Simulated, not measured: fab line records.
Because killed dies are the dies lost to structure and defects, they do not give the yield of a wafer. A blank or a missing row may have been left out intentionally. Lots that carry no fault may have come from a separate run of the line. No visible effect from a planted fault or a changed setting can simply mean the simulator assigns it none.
Problem report, 8D (eight disciplines) form, completed by code ; flow n5-finfet ; the parts of the form that need people (team, actions taken, sign-off) are left out

== 1. THE PROBLEM ==
Wafers without a fault read 26.1 s, standard deviation 0.49; etch-rf-on-time-s at N5_BEOL_M1_ETCH_63 reads a mean of 34.2 s on 4 wafers belonging to 3 lots. That is +17 standard deviations from the usual mean.
The step: etches SiARC in CF4, target depth 15.6 nm, time 26 s.
The first sign was on wafer L184.3 at day 11 11:35, on rie-diel-06. The record holds 25 wafers of 9 lots with a number at this step. The rule behind "out" and "out of limits": a value lying over 4 standard deviations away from the usual mean. Any other wafer with a number is counted as sound.

== 2. WHAT THIS IS AND IS NOT ==
question;is;is not
which readings at this step;etch-rf-on-time-s;cf4-flow-sccm, drypump-motor-current-A, oes-product-au, rf-vpp-V, showerhead-plenum-p-Torr
which lots;L182, L184, L185;L169, L172, L173, L175, L178, L180
which wafers of those lots;L182.3, L184.3, L185.3, L185.6;L182.5, L184.5, L185.1
read on which tools;rie-diel-06;rie-diel-01, rie-diel-05
when;from day 11 11:35;"up to then (19 sound wafers); but 2 sound wafers of L182, L185 came after"

== 3. SUSPECTS, AND WHAT RULES EACH OUT ==
Counting: any tool at a process step up to the reading remains a suspect provided it ran every lot that is out. Sound lots after the first of them don't rule it out here, since some wafers of a struck lot are sound.
- rie-diel-06 at N5_BEOL_M1_DESCUM_16 (chemistry O2, time 7 s): kept. Every lot that is out went through it, the first being L184 (day 11 11:32); the last sound lot it ran before that was L180 (day 11 08:06).
- rie-diel-06 at N5_BEOL_M1_ETCH_74 (etches underlayer in N2/H2, target depth 6.5 nm, time 5.2 s): kept. Every lot that is out went through it, the first being L184 (day 11 11:35); the last sound lot it ran before that was L180 (day 11 08:08).
- rie-diel-06 at N5_BEOL_M1_ETCH_63 (etches SiARC in CF4, target depth 15.6 nm, time 26 s): kept. Every lot that is out went through it, the first being L184 (day 11 11:35); the last sound lot it ran before that was L180 (day 11 08:09). Out on those wafers are its own readings of etch-rf-on-time-s.
After the count, these remain: rie-diel-06 at N5_BEOL_M1_DESCUM_16, rie-diel-06 at N5_BEOL_M1_ETCH_74 and rie-diel-06 at N5_BEOL_M1_ETCH_63.

== 4. THE CAUSE (what the simulator had put in) ==
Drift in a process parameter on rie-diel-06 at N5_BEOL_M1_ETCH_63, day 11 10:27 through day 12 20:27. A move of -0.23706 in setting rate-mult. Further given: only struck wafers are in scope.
Counting leaves 3 suspects; this tool is one of them.

== 5. THE EFFECT CHAIN, in route order ==
Rows list readings where the struck wafers' mean (over those with a number) sits beyond 3 standard deviations from the usual. Only readings for which the record gives a usual standard deviation are gone through. hours: the time from each lot's start at the first step in this table that gives one to its start at this step, as a median over the lots. sigmas: the change in usual standard deviations.
hours;step;reading;usual;on struck wafers;change;sigmas
0;N5_BEOL_M1_ETCH_63;etch-rf-on-time-s;26.1 s;34.2;+8.1;+17
Here are the process steps it includes:
- N5_BEOL_M1_ETCH_63: etches SiARC in CF4, target depth 15.6 nm, time 26 s.
Later measuring or inspecting steps at which every struck wafer that the step has a row for has a number for every such reading, and none has moved that far: N5_BEOL_M4_RC_MEAS_101.

== 6. HOW IT WOULD HAVE BEEN CAUGHT EARLIER ==
In this record the first reading out of limits was taken at day 11 11:35, 1 hour after the fault began at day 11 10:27.
